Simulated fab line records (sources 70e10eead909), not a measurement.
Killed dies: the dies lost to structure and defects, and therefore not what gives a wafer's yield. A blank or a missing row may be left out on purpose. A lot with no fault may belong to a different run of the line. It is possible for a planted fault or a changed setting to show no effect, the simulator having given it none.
Matching of chambers -- flow nand-harc -- NHARC_A_STAIRCASE_DEP_322 on pecvd-01 has 3 sister chambers
The step deposits SiO2, target thk 7200 nm. 3 wafers are shown with their chamber, then 9 later ones without.

== EACH WAFER AND ITS CHAMBER ==
wafer,chamber,heater-power-w (W)
L086.4,0,451
L089.4,2,569
L089.5,1,817

== WAFERS MISSING THEIR CHAMBER ==
wafer,heater-power-w (W)
L090.1,482
L090.4,570
L090.5,792
L092.1,560
L092.3,959
L092.5,552
L096.1,986
L096.3,541
L096.6,444

== WHICH CHAMBER EACH WENT THROUGH ==
wafer,from the rows above,in truth
L090.1,can't be placed: 0 or 2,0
L090.4,can't be placed: 2 or 0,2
L090.5,1,1
L092.1,can't be placed: 2 or 0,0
L092.3,1,1
L092.5,can't be placed: 2 or 0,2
L096.1,1,1
L096.3,can't be placed: 2 or 0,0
L096.6,can't be placed: 0 or 2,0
3 of 9 placed correctly. These rows do not allow placing 6 (true chamber among the candidates in 6). Number placed wrongly: 0.
How it was worked out, from the rows above alone: a wafer's distance from a chamber is the root of the sum, over the readings, of the square of ((its reading less the chamber's mean) divided by the reading's scatter). The wafer belongs to the nearest chamber; if the next one is less than 2 further off, it can't be placed. Each chamber's mean is taken over the wafers shown for it. The scatter: root of mean squared gap, hidden wafer to nearest shown wafer, with one shown wafer a chamber.
